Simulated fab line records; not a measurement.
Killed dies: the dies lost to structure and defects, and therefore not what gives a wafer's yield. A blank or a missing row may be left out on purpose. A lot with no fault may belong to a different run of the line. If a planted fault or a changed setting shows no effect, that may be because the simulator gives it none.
Chamber matching ; flow nand-harc ; NHARC_P_M2_ETCH_35 on rie-diel-03: 4 sister chambers
The step etches the open film in N2/H2, target depth 40 nm, overetch 12 nm, time 43.94 s. 4 wafers are shown with their chamber, then 7 later ones without.

## WAFERS WITH THEIR CHAMBER
wafer;chamber;showerhead-plenum-p-Torr (Torr)
L449.3;1;2.16
L449.5;3;2.01
L457.1;0;2.06
L457.2;2;2.12

## WAFERS MISSING THEIR CHAMBER
wafer;showerhead-plenum-p-Torr (Torr)
L457.6;2.01
L460.1;2.15
L460.2;2.06
L460.6;2.12
L461.2;2.15
L461.5;2.15
L461.6;2.06

## WHICH CHAMBER EACH WENT THROUGH
wafer;from the rows above;in truth
L457.6;3;3
L460.1;1;1
L460.2;0;0
L460.6;2;2
L461.2;1;1
L461.5;1;1
L461.6;0;0
Correctly placed: 7 of 7. Not placeable from these rows: 0. Number placed wrongly: 0.
How it was worked out, from the rows above alone: a wafer's distance from a chamber is the root of the sum, over the readings, of the square of ((its reading less the chamber's mean) divided by the reading's scatter). If the next closest chamber is less than 2 further off than the closest, the wafer can't be placed; otherwise it belongs to the closest. For every chamber, the mean is computed from those of its wafers that are shown. The scatter: with one shown wafer a chamber, the root of the mean of the squares of how far each hidden wafer lies from its nearest shown one.
